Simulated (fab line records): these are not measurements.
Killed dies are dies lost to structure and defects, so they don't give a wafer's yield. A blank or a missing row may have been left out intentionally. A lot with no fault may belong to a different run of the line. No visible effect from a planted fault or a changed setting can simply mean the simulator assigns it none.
Split-lot study / flow n5-finfet / on a route of 1938 steps: 7 lots, 21 wafers read

SPLIT DETAILS
At N5_BEOL_M4_EXPOSE_08 (exposes mask M4), the setting dose-mj was moved away from the recipe's 41.25 on 7 of the 21 wafers read, by -3.0% to +7.2%. For the rest of the wafers, this setting stayed at what the recipe calls for.

FROM THE SPLIT TO THE READING: what the file shows between them, 17 steps
- N5_BEOL_M4_PEB_09: peb time 60 s
- N5_BEOL_M4_DEVELOP_10: develop time 30 s
- N5_BEOL_M4_CD_MEAS_11: target cd 16.79 nm
- N5_BEOL_M4_DESCUM_16: chemistry O2, time 7 s
- N5_BEOL_M4_ETCH_74: etches underlayer in N2/H2, target depth 6.5 nm, time 5.2 s
- N5_BEOL_M4_ETCH_63: etches SiARC in CF4, target depth 15.6 nm, time 26 s
- N5_BEOL_M4_ETCH_64: etches SOC in N2/H2, target depth 75 nm, overetch 22.5 nm, time 121.9 s
- N5_BEOL_M4_STRIP_65: strips in N2/H2
- N5_BEOL_M4_STRIP_75: strips in N2/H2
- N5_BEOL_M4_STRIP_66: strips in CF4
- N5_BEOL_M4_HM_OPEN_17: chemistry Cl2/BCl3, target TiN, target depth 20 nm, overetch 6 nm
- N5_BEOL_M4_STRIP_19: strips in O2
- N5_BEOL_M4_CD_MEAS_18: pitch 36 nm, target cd 18 nm
- N5_BEOL_M4_COAT_67: time 60 s, resist thk 60 nm
- N5_BEOL_M4_COAT_68: time 60 s, resist thk 12 nm
- N5_BEOL_M4_PRECLEAN_42: cleans in residue remover, time 60 s
- N5_BEOL_M4_SRD_43: time 30 s

THE READING
cd-nm, in nm, at N5_BEOL_M4_CD_MEAS_35 (target cd 18 nm, target cd y 22.4 nm). Fault-free wafers of this fab line usually give 18.0 nm, standard deviation 0.32 nm.

wafer=L075.1; tool, chamber at the split=euv-scanner-01, 0; dose-mj as run=44.24; against the recipe=+7.2%; cd-nm, nm=19.7; against lot-mates on the recipe=+1.6
wafer=L075.3; tool, chamber at the split=euv-scanner-01, 0; dose-mj as run=41.25; against the recipe=recipe; cd-nm, nm=18.0; against lot-mates on the recipe=-
wafer=L075.4; tool, chamber at the split=euv-scanner-01, 0; dose-mj as run=41.25; against the recipe=recipe; cd-nm, nm=18.1; against lot-mates on the recipe=-
wafer=L083.1; tool, chamber at the split=euv-scanner-02, 0; dose-mj as run=41.25; against the recipe=recipe; cd-nm, nm=17.8; against lot-mates on the recipe=-
wafer=L083.3; tool, chamber at the split=euv-scanner-02, 0; dose-mj as run=42.16; against the recipe=+2.2%; cd-nm, nm=18.4; against lot-mates on the recipe=+0.6
wafer=L083.4; tool, chamber at the split=euv-scanner-02, 0; dose-mj as run=42.16; against the recipe=+2.2%; cd-nm, nm=18.3; against lot-mates on the recipe=+0.5
wafer=L085.1; tool, chamber at the split=euv-scanner-01, 0; dose-mj as run=41.25; against the recipe=recipe; cd-nm, nm=18.0; against lot-mates on the recipe=-
wafer=L085.3; tool, chamber at the split=euv-scanner-01, 0; dose-mj as run=41.25; against the recipe=recipe; cd-nm, nm=17.8; against lot-mates on the recipe=-
wafer=L085.4; tool, chamber at the split=euv-scanner-01, 0; dose-mj as run=43.94; against the recipe=+6.5%; cd-nm, nm=19.8; against lot-mates on the recipe=+1.9
wafer=L088.1; tool, chamber at the split=euv-scanner-02, 0; dose-mj as run=41.25; against the recipe=recipe; cd-nm, nm=17.6; against lot-mates on the recipe=-
wafer=L088.3; tool, chamber at the split=euv-scanner-02, 0; dose-mj as run=41.25; against the recipe=recipe; cd-nm, nm=17.9; against lot-mates on the recipe=-
wafer=L088.6; tool, chamber at the split=euv-scanner-02, 0; dose-mj as run=41.25; against the recipe=recipe; cd-nm, nm=18.1; against lot-mates on the recipe=-
wafer=L091.1; tool, chamber at the split=euv-scanner-02, 0; dose-mj as run=41.25; against the recipe=recipe; cd-nm, nm=18.0; against lot-mates on the recipe=-
wafer=L091.4; tool, chamber at the split=euv-scanner-02, 0; dose-mj as run=40.03; against the recipe=-3.0%; cd-nm, nm=17.3; against lot-mates on the recipe=-0.7
wafer=L091.5; tool, chamber at the split=euv-scanner-02, 0; dose-mj as run=40.03; against the recipe=-3.0%; cd-nm, nm=17.9; against lot-mates on the recipe=-0.1
wafer=L096.1; tool, chamber at the split=euv-scanner-01, 0; dose-mj as run=41.25; against the recipe=recipe; cd-nm, nm=18.2; against lot-mates on the recipe=-
wafer=L096.5; tool, chamber at the split=euv-scanner-01, 0; dose-mj as run=41.25; against the recipe=recipe; cd-nm, nm=18.4; against lot-mates on the recipe=-
wafer=L096.6; tool, chamber at the split=euv-scanner-01, 0; dose-mj as run=41.25; against the recipe=recipe; cd-nm, nm=18.0; against lot-mates on the recipe=-
wafer=L095.3; tool, chamber at the split=euv-scanner-02, 0; dose-mj as run=42.89; against the recipe=+4.0%; cd-nm, nm=19.5; against lot-mates on the recipe=+1.3
wafer=L095.4; tool, chamber at the split=euv-scanner-02, 0; dose-mj as run=41.25; against the recipe=recipe; cd-nm, nm=18.0; against lot-mates on the recipe=-
wafer=L095.6; tool, chamber at the split=euv-scanner-02, 0; dose-mj as run=41.25; against the recipe=recipe; cd-nm, nm=18.4; against lot-mates on the recipe=-

THE FIT
A straight line over all 21 wafers: cd-nm changes by +0.238 nm for each +1% of dose-mj; r = +0.92; the points scatter about the line by 0.27 nm.
The same after taking each lot's own level away (the mean of its wafers on the recipe; 21 wafers): +0.242 nm for each +1%; r = +0.95; scatter 0.21 nm.
Per that fit: largest dose-mj move, reading shift of 1.8 nm.
The lots' own levels span 17.80 to 18.20 nm, that is 1.2 times the standard deviation above.
The two slopes are in agreement: the lot-to-lot level therefore moves the slope only a little.
Check: +1.91 nm against its lot-mates is what the line predicts for one of the wafers moved furthest among these (+7.2%) when that wafer is left out of the fit. Against them it came out at +1.65 nm.

THE WHOLE CHAIN: every reading that the file lists as answering this split, in the file's order
step=N5_BEOL_M4_CD_MEAS_11; what it does=target cd 16.79 nm; reading=cd-nm; change (the file's fit)=+0.141 nm for each +1% of the setting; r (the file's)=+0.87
step=N5_BEOL_M4_ETCH_74; what it does=etches underlayer in N2/H2, target depth 6.5 nm, time 5.2 s; reading=BEOL_M4.cd-offset-nm (the simulator's own value, which no gauge read); change (the file's fit)=+0.197 nm for each +1% of the setting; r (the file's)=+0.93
step=N5_BEOL_M4_ETCH_64; what it does=etches SOC in N2/H2, target depth 75 nm, overetch 22.5 nm, time 121.9 s; reading=BEOL_M4.cd-offset-nm (the simulator's own value, which no gauge read); change (the file's fit)=+0.225 nm for each +1% of the setting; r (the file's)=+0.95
step=N5_BEOL_M4_HM_OPEN_17; what it does=chemistry Cl2/BCl3, target TiN, target depth 20 nm, overetch 6 nm; reading=BEOL_M4.cd-offset-nm (the simulator's own value, which no gauge read); change (the file's fit)=+0.221 nm for each +1% of the setting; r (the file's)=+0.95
step=N5_BEOL_M4_CD_MEAS_18; what it does=pitch 36 nm, target cd 18 nm; reading=cd-nm; change (the file's fit)=+0.205 nm for each +1% of the setting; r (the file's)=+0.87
step=N5_BEOL_M4_CD_MEAS_35; what it does=target cd 18 nm, target cd y 22.4 nm; reading=cd-nm; change (the file's fit)=+0.255 nm for each +1% of the setting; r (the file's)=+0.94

FILE'S OWN FIT
cd-nm changes by +0.255 nm for each +1% of dose-mj, r = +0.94.
